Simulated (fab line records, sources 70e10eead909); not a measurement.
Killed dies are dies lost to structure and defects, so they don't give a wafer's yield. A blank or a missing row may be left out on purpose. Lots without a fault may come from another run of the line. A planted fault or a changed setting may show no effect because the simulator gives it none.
Chamber matching | flow nand_harc | NHARC_P_BONDPAD_ACTIVATE_29 on rie_diel-06: 4 sister chambers
The step chemistry N2, time 60 s. 8 wafers are shown with their chamber, then 7 later ones without.

WAFERS WITH THEIR CHAMBER
wafer  | chamber | showerhead_plenum_p_Torr (Torr) | drypump_motor_current_A (A)
L077.5 | 0       | 1.72                            | 6.0
L079.4 | 0       | 1.72                            | 6.1
L079.6 | 1       | 1.86                            | 5.9
L080.3 | 3       | 1.67                            | 5.9
L080.5 | 3       | 1.67                            | 5.9
L080.6 | 2       | 1.75                            | 6.6
L085.3 | 1       | 1.86                            | 5.9
L085.4 | 2       | 1.74                            | 6.6

WAFERS WITHOUT THEIR CHAMBER
wafer  | showerhead_plenum_p_Torr (Torr) | drypump_motor_current_A (A)
L085.6 | 1.74                            | 6.6
L094.2 | 1.71                            | 6.1
L094.5 | 1.67                            | 5.9
L094.6 | 1.74                            | 6.6
L096.4 | 1.71                            | 6.1
L096.5 | 1.74                            | 6.6
L096.6 | 1.67                            | 5.9

WHICH CHAMBER EACH WENT THROUGH
wafer  | from the rows above | in truth
L085.6 | 2                   | 2
L094.2 | 0                   | 0
L094.5 | 3                   | 3
L094.6 | 2                   | 2
L096.4 | 0                   | 0
L096.5 | 2                   | 2
L096.6 | 3                   | 3
Placed correctly: 7 of 7. Can't be placed from these rows: 0. Placed wrongly: 0.
How it was worked out, from the rows above alone: a wafer's distance from a chamber is the root of the sum, over the readings, of the square of ((its reading less the chamber's mean) divided by the reading's scatter). The wafer belongs to the nearest chamber; if the next one is less than 2 further off, it can't be placed. A chamber's mean is the mean of its shown wafers. The scatter: the root of (the sum of the squares of (reading less its chamber's mean) over the shown wafers, divided by (wafers less chambers)).
